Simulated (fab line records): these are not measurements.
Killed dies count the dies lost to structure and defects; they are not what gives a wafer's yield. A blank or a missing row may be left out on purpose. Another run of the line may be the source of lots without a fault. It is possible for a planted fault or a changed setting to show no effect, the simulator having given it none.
fab line records | flow nandHarc
record: lots: 6 wafers: 18 lastDay: 33
route steps=1302 shown A_ONON_D1@438 A_CHANNEL_HOLE_D1@450 END@1302
lots that met no fault: from a run of the same line without faults
startH: start of the lot's first displayed wafer, in hours after the record's first day | waitH: time in hours since the lot's previous step | " as in the row above | L1.1+2: one row covering several wafers at once | - value missing, or start not given | * or withheld: withheld | < > ~ a bound
route shown NAME@n: names a module that has steps shown in the file, with the first one's number in the route | usual: mean and standard deviation over wafers with no fault | same: alike in all rows | chamber/n: place in a boat | sites: per-site readings | _std_site: standard deviation across them | _edge_site: inner sites' mean taken away from outer sites' mean | radiusMm: for every site, how far away it sits from the centre of the wafer | mask NAME#n: copy n | behind: the last tool/chamber to shape the wafer | hold: why the lot went on hold/how many hours it stayed there/how the hold came to an end | device: transistor that didn't switch, given as n, p or np | end of line: tests run on the same wafers once the route is complete | step lacking rows: just its recipe | killed: count of dies lost to structure and defects at first sort (not the wafer's yield) | map: the dies of a wafer, with x for killed, . for not killed, _ for no die there
set.NAME: the setting as run; set.NAME@STEP: as run at that earlier step | model.NAME: the simulator's own value behind a step, which no gauge read
certain route steps with their lots: each step a table, each wafer a row
services: a tool's chamber out of use, with start hour (startH, from the record's first day; less than 0 if before it), hours out, and reason
== steps ==
step: NHARC_A_ONON_D1_DEP_19
recipe: targetThkA: 10000 n2FlowSccm: 2750 n2oFlowSccm: 2000 nh3FlowSccm: 500 sih4FlowSccm: 210 tempC: 400
step: NHARC_A_ONON_D1_THK_MEAS_21
recipe: thkMeasGauge: ellipsometry
usual: thkNm: 1000/8.8
columns lot.wafer tool chamber startH waitH thkNm
L960.1 filmMetro-02 - 254.67 - 1003
L960.3 " - " " 1001
L960.4 " - " " 1001
L961.1 filmMetro-01 - 270.17 - 1016
L961.3 " - " " 1015
L961.5 " - " " 1015
L970.1 filmMetro-01 - 356.95 - 993
L970.2 " - " " 995
L970.6 " - " " 995
L971.4 filmMetro-01 - 356.99 - 1002
L971.5 " - " " 1001
L971.6 " - " " 1003
L973.1 filmMetro-01 - 394.53 - 989
L973.2 " - " " 988
L973.4 " - " " 989
L974.1 filmMetro-02 - 394.55 - 990
L974.4 " - " " 990
L974.5 " - " " 989
step: NHARC_A_ONON_D1_DEP_22
recipe: targetThkA: 10000 n2FlowSccm: 2750 n2oFlowSccm: 2000 nh3FlowSccm: 500 sih4FlowSccm: 210 tempC: 400
step: NHARC_A_ONON_D1_THK_MEAS_24
recipe: thkMeasGauge: ellipsometry
usual: thkNm: 1003/8.4
columns lot.wafer tool chamber startH waitH thkNm
L960.1 filmMetro-01 - 255.23 - 1011
L960.3 " - " " 1012
L960.4 " - " " 1010
L961.1 filmMetro-02 - 270.74 - 1016
L961.3 " - " " 1016
L961.5 " - " " 1014
L970.1 filmMetro-01 - 357.51 - 991
L970.2 " - " " 992
L970.6 " - " " 991
L971.4 filmMetro-01 - 357.55 - 1005
L971.5 " - " " 1006
L971.6 " - " " 1007
L973.1 filmMetro-02 - 395.10 - 1010
L973.2 " - " " 1011
L973.4 " - " " 1010
L974.1 filmMetro-02 - 395.12 - 990
L974.4 " - " " 990
L974.5 " - " " 992
step: NHARC_A_ONON_D1_DEP_25
recipe: targetThkA: 10000 n2FlowSccm: 2750 n2oFlowSccm: 2000 nh3FlowSccm: 500 sih4FlowSccm: 210 tempC: 400
step: NHARC_A_ONON_D1_THK_MEAS_27
recipe: thkMeasGauge: ellipsometry
usual: thkNm: 1001/10
columns lot.wafer tool chamber startH waitH thkNm
L960.1 filmMetro-01 - 255.80 - 1012
L960.3 " - " " 1011
L960.4 " - " " 1013
L961.1 filmMetro-01 - 271.30 - 995
L961.3 " - " " 993
L961.5 " - " " 993
L970.1 filmMetro-01 - 358.08 - 987
L970.2 " - " " 988
L970.6 " - " " 987
L971.4 filmMetro-01 - 358.11 - 1008
L971.5 " - " " 1008
L971.6 " - " " 1009
L973.1 filmMetro-01 - 395.67 - 1003
L973.2 " - " " 1002
L973.4 " - " " 1001
L974.1 filmMetro-02 - 395.69 - 992
L974.4 " - " " 995
L974.5 " - " " 995
step: NHARC_A_ONON_D1_DEP_28
recipe: targetThkA: 10000 n2FlowSccm: 2750 n2oFlowSccm: 2000 nh3FlowSccm: 500 sih4FlowSccm: 210 tempC: 400
step: NHARC_A_ONON_D1_THK_MEAS_30
recipe: thkMeasGauge: ellipsometry
usual: thkNm: 1000/9.9
columns lot.wafer tool chamber startH waitH thkNm
L960.1 filmMetro-02 - 256.37 - 1002
L960.3 " - " " 1002
L960.4 " - " " 1005
L961.1 filmMetro-02 - 271.87 - 999
L961.3 " - " " 997
L961.5 " - " " 999
L970.1 filmMetro-01 - 358.64 - 998
L970.2 " - " " 997
L970.6 " - " " 997
L971.4 filmMetro-01 - 358.69 - 1002
L971.5 " - " " 1003
L971.6 " - " " 1002
L973.1 filmMetro-01 - 396.24 - 986
L973.2 " - " " 987
L973.4 " - " " 988
L974.1 filmMetro-02 - 396.26 - 977
L974.4 " - " " 977
L974.5 " - " " 976
step: NHARC_A_ONON_D1_DEP_33
recipe: targetThkA: 2000 tempC: 400 pressureTorr: 6.5 rfW: 900 teosFlowSccm: 161.4 flowSccm: 2650 targetThkNm: 200 gas: O2 material: SiO2
usual: heaterPowerW: 508/83 throttleValvePct: 15.9/0.48
columns lot.wafer tool chamber startH waitH heaterPowerW sinceWetCleanH throttleValvePct
L960.1 pecvd-03 2 256.43 0.1 471 58 16.0
L960.3 " 0 " " 524 58 16.5
L960.4 " 1 " " 446 - 15.1
L961.3 pecvd-03 2 271.92 0.1 528 74 16.0
L961.1 " 1 " " 543 74 15.1
L961.5 " 2 " " 557 - 15.9
L970.2 pecvd-03 0 358.70 0.1 526 160 16.2
L970.1 " 2 " " 550 161 16.5
L970.6 " 1 " " 583 - 15.1
L971.5 pecvd-01 1 358.87 0.2 400 - 16.3
L971.4 " 2 " " 538 - 14.6
L971.6 " 0 " " 557 - 16.1
L973.1 pecvd-01 1 396.30 0.1 481 72 16.2
L973.2 " 0 " " 559 72 16.0
L973.4 " 0 " " 585 - 16.1
L974.1 pecvd-02 2 396.31 0.1 407 156 16.1
L974.5 " 2 " " 423 - 16.2
L974.4 " 0 " " 613 - 15.7
step: NHARC_A_ONON_D1_THK_MEAS_34
recipe: thkMeasGauge: ellipsometry
usual: thkNm: 199.7/2.5
columns lot.wafer tool chamber startH waitH thkNm
L960.1 filmMetro-01 - 256.84 - 197.3
L960.3 " - " " 196.6
L960.4 " - " " 202.0
L961.1 filmMetro-02 - 272.33 - 199.5
L961.3 " - " " 195.1
L961.5 " - " " 199.2
L970.1 filmMetro-01 - 359.11 - 199.2
L970.2 " - " " 200.6
L970.6 " - " " 201.1
L971.4 filmMetro-01 - 359.15 - 196.4
L971.5 " - " " 199.6
L971.6 " - " " 201.3
L973.1 filmMetro-02 - 396.72 - 196.7
L973.2 " - " " 198.2
L973.4 " - " " 202.3
L974.1 filmMetro-01 - 396.74 - 199.9
L974.4 " - " " 202.9
L974.5 " - " " 201.6
step: NHARC_A_ONON_D1_INSPECT_32
usual: rawDefectCount: 73/26
columns lot.wafer tool chamber startH waitH rawDefectCount
L960.1 defectInspect-01 - 256.93 0.0 89
L960.3 " - " " 72
L960.4 " - " " 61
L961.1 defectInspect-01 - 272.42 0.0 104
L961.3 " - " " 114
L961.5 " - " " 82
L970.1 defectInspect-01 - 359.17 0.0 87
L970.2 " - " " 56
L970.6 " - " " 117
L971.4 defectInspect-02 - 359.22 0.0 87
L971.5 " - " " 73
L971.6 " - " " 63
L973.1 defectInspect-02 - 396.78 0.0 57
L973.2 " - " " 63
L973.4 " - " " 85
L974.1 defectInspect-01 - 396.80 0.0 60
L974.4 " - " " 62
L974.5 " - " " 67
step: NHARC_A_CHANNEL_HOLE_D1_DEP_00
recipe: targetThkA: 31000 tempC: 400 material: aC
usual: throttleValvePct: 34.999/0.0084
columns lot.wafer tool chamber startH waitH throttleValvePct
L960.1 aclDep-01 0 258.00 1.1 35.001
L960.3 " 0 " " 34.977
L960.4 " 0 " " 34.982
L961.1 aclDep-01 0 273.78 1.4 34.995
L961.3 " 0 " " 34.983
L961.5 " 0 " " 34.999
L970.1 aclDep-01 0 359.24 0.1 34.995
L970.2 " 0 " " 35.006
L970.6 " 0 360.80 1.6 35.007
L971.4 aclDep-01 0 362.06 2.8 35.011
L971.5 " 0 " " 34.992
L971.6 " 0 " " 34.990
L973.1 aclDep-03 0 397.06 0.3 34.994
L973.2 " 0 " " 34.993
L973.4 " 0 " " 34.994
L974.1 aclDep-03 0 398.97 2.2 35.008
L974.4 " 0 " " 34.993
L974.5 " 0 " " 34.997
step: NHARC_A_CHANNEL_HOLE_D1_DEP_01
recipe: targetThkA: 1400 targetThkNm: 140 tempC: 400 pressureTorr: 3.5 flowSccm: 200 rfW: 350 material: SiON
usual: heaterPowerW: 723/83
columns lot.wafer tool chamber startH waitH heaterPowerW sinceWetCleanH
L960.1 pecvd-02 2 259.98 1.7 614 20
L960.3 " 0 " " 776 -
L960.4 " 2 " " 615 -
L961.3 pecvd-01 1 275.73 1.0 593 132
L961.1 " 2 " " 752 132
L961.5 " 0 " " 786 -
L970.2 pecvd-04 1 361.16 1.3 736 79
L970.1 " 2 " " 910 79
L970.6 " 1 " " 749 -
L971.4 pecvd-04 0 363.12 0.7 631 -
L971.6 " 1 " " 783 -
L971.5 " 2 " " 868 -
L973.2 pecvd-01 0 398.99 1.3 731 75
L973.1 " 2 " " 683 75
L973.4 " 0 " " 753 -
L974.1 pecvd-02 2 400.89 1.6 625 161
L974.4 " 2 " " 610 -
L974.5 " 0 " " 799 -
step: NHARC_A_CHANNEL_HOLE_D1_DEHYDRATE_02
recipe: tempC: 150 timeS: 120
step: NHARC_A_CHANNEL_HOLE_D1_HMDS_03
recipe: timeS: 30
step: NHARC_A_CHANNEL_HOLE_D1_COAT_36
recipe: tempC: 260 timeS: 75
step: NHARC_A_CHANNEL_HOLE_D1_COAT_37
recipe: tempC: 225 timeS: 65
step: NHARC_A_CHANNEL_HOLE_D1_COAT_04
recipe: spinRpm: 1500 resistThkNm: 90
step: NHARC_A_CHANNEL_HOLE_D1_SOFTBAKE_05
recipe: tempC: 105 timeS: 55
step: NHARC_A_CHANNEL_HOLE_D1_EBR_06
step: NHARC_A_CHANNEL_HOLE_D1_EXPOSE_07
recipe: na: 1.35 targetCdNm: 100 sigmaOuter: 0.3 doseMj: 59.65 maskId: HOLE_D1
step: NHARC_A_CHANNEL_HOLE_D1_PEB_08
recipe: pebTempC: 100 pebTimeS: 65
step: NHARC_A_CHANNEL_HOLE_D1_DEVELOP_09
recipe: developTimeS: 35 devTempC: 23
step: NHARC_A_CHANNEL_HOLE_D1_CD_MEAS_10
recipe: targetCdNm: 100 landingEnergyEv: 500
usual: cdNm: 99.9/0.32
same: landingEnergyEv: 500
columns lot.wafer tool chamber startH waitH cdNm
L960.1 cdSem-02 0 260.75 - 100.2
L960.3 " 0 " " 100.7
L960.4 " 0 " " 100.1
L961.1 cdSem-03 0 276.42 - 100.1
L961.3 " 0 " " 100.0
L961.5 " 0 " " 99.6
L970.1 cdSem-02 0 361.72 - 100.1
L970.2 " 0 " " 100.2
L970.6 " 0 " " 100.2
L971.4 cdSem-02 0 363.77 - 99.7
L971.5 " 0 " " 99.5
L971.6 " 0 " " 100.0
L973.1 cdSem-03 0 399.71 - 100.0
L973.2 " 0 " " 99.6
L973.4 " 0 " " 100.0
L974.1 cdSem-01 0 401.49 - 100.1
L974.4 " 0 " " 100.0
L974.5 " 0 " " 99.6
step: NHARC_A_CHANNEL_HOLE_D1_OVL_MEAS_11
usual: overlayXNm: 0.0/0.7 overlayYNm: -0.3/0.86
columns lot.wafer tool chamber startH waitH overlayXNm overlayYNm
L960.1 overlay-02 - 260.83 - -0.3 -0.2
L960.3 " - " " -0.2 0.0
L960.4 " - " " 0.7 -0.2
L961.1 overlay-01 - 276.51 - 1.2 0.1
L961.3 " - " " 2.1 -0.3
L961.5 " - " " 0.6 -0.6
L970.1 overlay-02 - 361.81 - -1.2 -0.6
L970.2 " - " " -1.2 -0.5
L970.6 " - " " -0.7 -1.0
L971.4 overlay-01 - 363.85 - 0.1 -1.8
L971.5 " - " " 0.3 -2.0
L971.6 " - " " -0.7 -1.9
L973.1 overlay-01 - 399.80 - -0.1 -0.4
L973.2 " - " " -0.4 -1.1
L973.4 " - " " -0.8 -0.9
L974.1 overlay-01 - 401.57 - -0.4 -0.3
L974.4 " - " " 0.0 -0.5
L974.5 " - " " 0.1 -0.4
step: NHARC_A_CHANNEL_HOLE_D1_INSPECT_12
usual: rawDefectCount: 6/3
columns lot.wafer tool chamber startH waitH rawDefectCount
L960.1 defectInspect-01 - 260.87 0.0 14
L960.3 " - " " 20
L960.4 " - " " 12
L961.1 defectInspect-02 - 276.54 0.0 15
L961.3 " - " " 19
L961.5 " - " " 19
L970.1 defectInspect-01 - 361.85 0.0 6
L970.2 " - " " 8
L970.6 " - " " 7
L971.4 defectInspect-01 - 363.89 0.0 6
L971.5 " - " " 8
L971.6 " - " " 13
L973.1 defectInspect-01 - 399.84 0.0 3
L973.2 " - " " 9
L973.4 " - " " 7
L974.1 defectInspect-01 - 401.61 0.0 4
L974.4 " - " " 4
L974.5 " - " " 5
step: NHARC_A_CHANNEL_HOLE_D1_DESCUM_15
recipe: timeS: 3 o2FlowSccm: 200 arFlowSccm: 0 biasPowerW: 0 chemistry: O2
usual: drypumpMotorCurrentA: 5.5/0.33 oesProductAu: 1.001/0.009 rfVppV: 57.8/0.88 showerheadPlenumPTorr: 1.89/0.091 throttleValvePct: 11.311/0.009
same: biasPowerW: 0
columns lot.wafer tool chamber startH waitH drypumpMotorCurrentA oesProductAu rfHoursCounterH rfVppV showerheadPlenumPTorr throttleValvePct
L960.1 rieDiel-10 2 260.93 0.1 5.1 0.995 1 58.4 1.98 11.336
L960.4 " 3 " " 5.6 0.995 1 56.5 1.84 11.303
L960.3 " 1 " " 5.3 0.994 1 58.0 1.79 11.303
L961.1 rieDiel-10 1 276.61 0.1 5.4 0.995 2 58.5 1.79 11.331
L961.3 " 3 " " 5.6 1.012 2 57.3 1.84 11.318
L961.5 " 2 " " 5.1 0.993 - 58.5 1.98 11.301
L970.1 rieDiel-10 0 361.92 0.1 5.5 1.019 9 58.5 2.04 11.314
L970.2 " 1 " " 5.3 1.007 8 56.8 1.79 11.306
L970.6 " 3 " " 5.6 1.016 - 58.7 1.84 11.303
L971.4 rieDiel-10 3 363.95 0.1 5.6 1.005 9 56.9 1.83 11.323
L971.5 " 2 " " 5.1 0.994 - 56.7 1.98 11.305
L971.6 " 3 " " 5.6 1.004 - 57.2 1.83 11.307
L973.2 rieDiel-10 1 399.91 0.1 5.4 0.995 9 56.8 1.79 11.310
L973.1 " 2 " " 5.1 0.996 11 57.5 1.98 11.295
L973.4 " 3 " " 5.6 1.007 12 58.3 1.83 11.328
L974.1 rieDiel-10 1 401.68 0.1 5.4 0.996 10 57.3 1.79 11.322
L974.4 " 3 " " 5.6 1.008 12 58.1 1.83 11.317
L974.5 " 0 " " 5.5 1.004 - 59.1 2.04 11.298
step: NHARC_END_SORT_01
recipe: tempC: 25
usual: killedAtArray: 52/20 killedAtOther: 1.0/1.3 killedAtPeriphery: 3.7/2.2 killedDies: 57/20 killedOpen: 3.2/1.6 killedShort: 2.4/1.6
same: grossDies: 677
columns lot.wafer tool chamber startH waitH killedAtArray killedAtOther killedAtPeriphery killedDies killedOpen killedShort
L960.1 prober-01 0 640.41 2.5 61 0 6 67 2 1
L960.3 prober-01 0 642.01 3.1 60 4 3 67 2 1
L960.4 prober-01 0 642.80 3.4 60 2 4 66 4 3
L961.1 prober-01 0 664.91 2.5 92 4 4 100 6 3
L961.3 prober-01 0 666.49 3.1 81 1 1 83 7 4
L961.5 prober-01 0 668.06 3.6 79 1 1 81 2 2
killed by level:class
L960.1 A_CHANNEL_HOLE_D1:chamberFilmFlake=30 A_CHANNEL_HOLE_D2:chamberFilmFlake=11 A_CHANNEL_HOLE_D1:unspecified=10 A_STAIRCASE:chamberFilmFlake=3 P_GATE:chamberFilmFlake=2 P_M1:chamberFilmFlake=2 A_CONTACT:chamberFilmFlake=2 P_CONTACT:geometricParticle:open=1
L960.3 A_CHANNEL_HOLE_D1:chamberFilmFlake=24 A_CHANNEL_HOLE_D2:chamberFilmFlake=13 A_CHANNEL_HOLE_D1:unspecified=10 A_CONTACT:chamberFilmFlake=5 THIN_TSV:chamberFilmFlake=4 A_STAIRCASE:chamberFilmFlake=2 A_SLIT:chamberFilmFlake=2 A_ONON_D1:geometricParticle:open=1
L960.4 A_CHANNEL_HOLE_D1:chamberFilmFlake=26 A_CHANNEL_HOLE_D2:chamberFilmFlake=12 A_CHANNEL_HOLE_D1:unspecified=8 A_STAIRCASE:chamberFilmFlake=4 A_BLC:chamberFilmFlake=2 THIN_TSV:chamberFilmFlake=2 P_STI:geometricParticle:open=1 P_CONTACT:geometricParticle:open=1
L961.1 A_SLIT:chamberFilmFlake=34 A_CHANNEL_HOLE_D1:chamberFilmFlake=25 A_CHANNEL_HOLE_D2:chamberFilmFlake=12 A_CHANNEL_HOLE_D1:unspecified=7 THIN_TSV:chamberFilmFlake=4 A_WL_FILL:chamberFilmFlake=2 P_M0:geometricParticle:open=1 P_M0:geometricParticle:short=1
L961.3 A_SLIT:chamberFilmFlake=27 A_CHANNEL_HOLE_D1:chamberFilmFlake=23 A_CHANNEL_HOLE_D1:unspecified=10 A_CHANNEL_HOLE_D2:chamberFilmFlake=6 A_SOURCE_PLATE:geometricParticle:short=2 A_CONTACT:geometricParticle:open=2 A_ONON_D1:geometricParticle:open=1 A_ONON_D2:geometricParticle:open=1
L961.5 A_SLIT:chamberFilmFlake=32 A_CHANNEL_HOLE_D1:chamberFilmFlake=24 A_CHANNEL_HOLE_D2:chamberFilmFlake=9 A_CHANNEL_HOLE_D1:unspecified=4 A_WL_FILL:chamberFilmFlake=3 A_STAIRCASE:chamberFilmFlake=2 A_CHANNEL_FILL_D1:geometricParticle:short=1 A_CHANNEL_FILL_D2:geometricParticle:short=1
== services ==
columns tool chamber startH hours kind
pecvd-02 1 237.35 22.8 repair
rieDiel-10 - 242.54 9.0 pm
rieDiel-10 0 242.54 9.0 ventCycle
rieDiel-10 1 242.54 9.0 ventCycle
rieDiel-10 2 242.54 9.0 ventCycle
rieDiel-10 3 242.54 9.0 ventCycle
rieDiel-10 0 251.54 - clean
rieDiel-10 1 251.54 - clean
rieDiel-10 2 251.54 - clean
rieDiel-10 3 251.54 - clean
pecvd-04 - 269.51 13.0 pm
rieDiel-10 0 276.04 - clean
rieDiel-10 2 286.15 2.9 repair
pecvd-04 - 294.63 0.5 repair
pecvd-02 1 299.59 17.3 repair
aclDep-03 - 300.48 13.0 pm
pecvd-01 - 311.37 13.0 pm
pecvd-02 - 325.61 0.9 repair
pecvd-02 0 348.26 13.9 repair
pecvd-02 - 361.39 0.7 repair
pecvd-03 - 366.25 13.0 pm
aclDep-01 - 372.43 13.0 pm
rieDiel-10 1 372.76 22.8 repair
pecvd-01 2 375.67 10.1 repair
== key ==
firstSign: step: NHARC_A_CHANNEL_HOLE_D1_INSPECT_12 reading: rawDefectCount direction: up sigmas: 3.6 usual: 6 struck: 16
effect none on later readings
metAt NHARC_A_CHANNEL_HOLE_D1_DEP_00
struckWafers L960.1,L960.3,L960.4,L961.1,L961.3,L961.5
testerLeftOut L960,L961
fault: kind: chamberParticleSource tool: aclDep-01 chamber: 0 onsetH: 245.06 steps: NHARC_A_CHANNEL_HOLE_D1_DEP_00 ratePerVisitCm2: 0.010948 endH: 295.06
testerLeftOut: of these lots the tester's yield and bins aren't shown, on N5 and GAA mostly nor the transistor test; their killed dies are dies lost to structure and defects alone, not to doping, threshold or leakage, so they don't give the yield
